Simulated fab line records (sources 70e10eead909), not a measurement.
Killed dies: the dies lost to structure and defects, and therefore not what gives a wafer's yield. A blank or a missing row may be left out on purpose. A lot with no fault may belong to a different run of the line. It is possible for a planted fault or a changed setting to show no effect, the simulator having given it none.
Chamber matching | flow nand-harc | NHARC_P_M1_CMP_23 on cmp-01 has 4 sister chambers
The step polishes, t overpolish 20 s, target thk 157.82 nm. 14 wafers are shown with their chamber, then 7 later ones without.

== EACH WAFER AND ITS CHAMBER ==
wafer  | chamber | motor-current-A (A) | time-to-endpoint-s (s)
L074.2 | 2       | 11.6                | 31.4
L074.3 | 1       | 11.9                | 28.9
L074.5 | 1       | 11.0                | 31.5
L077.2 | 3       | 13.0                | 24.6
L077.4 | 0       | 12.0                | 23.6
L077.6 | 1       | 11.3                | 26.4
L078.3 | 2       | 11.9                | 29.3
L078.4 | 1       | 11.2                | 26.2
L078.5 | 1       | 10.8                | 25.2
L080.3 | 0       | 11.9                | 24.6
L080.4 | 3       | 12.5                | 26.6
L080.6 | 0       | 12.0                | 23.2
L088.2 | 0       | 11.8                | 30.1
L088.3 | 3       | 11.7                | 34.0

SIGNATURES, as means of the wafers listed above
reading            | chamber 0 | chamber 1 | chamber 2 | chamber 3 | scatter within a chamber
motor-current-A    | 11.925    | 11.240    | 11.750    | 12.400    | 0.403
time-to-endpoint-s | 25.375    | 27.640    | 30.350    | 28.400    | 3.29
Rule: a wafer's distance from a chamber is the root of the sum, over the readings, of the square of ((its reading less the chamber's mean) divided by the reading's scatter). The wafer belongs to the nearest chamber; if the next one is less than 2 further off, it can't be placed. The scatter is the square root of a quotient: the sum, over the shown wafers, of each reading's squared deviation from its chamber's mean, divided by wafers minus chambers.

== WAFERS WITHOUT THEIR CHAMBER ==
wafer  | motor-current-A (A) | time-to-endpoint-s (s)
L088.6 | 11.0                | 31.0
L093.1 | 11.1                | 31.8
L093.5 | 11.6                | 30.0
L093.6 | 11.2                | 28.8
L095.1 | 11.7                | 29.4
L095.4 | 12.0                | 26.6
L095.5 | 11.8                | 25.7

== THE CHAMBER EACH PASSED THROUGH ==
wafer  | from the rows above               | in truth
L088.6 | can't be placed: 1 or 2 or 0      | 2
L093.1 | can't be placed: 1 or 2 or 0      | 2
L093.5 | can't be placed: 2 or 1 or 0 or 3 | 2
L093.6 | can't be placed: 1 or 2 or 0      | 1
L095.1 | can't be placed: 2 or 1 or 0 or 3 | 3
L095.4 | can't be placed: 0 or 3 or 2 or 1 | 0
L095.5 | can't be placed: 0 or 2 or 1 or 3 | 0
Placed correctly: 0 of 7. Not placeable from these rows: 7 (in 7, the candidates include the true chamber). Wrongly placed: 0.
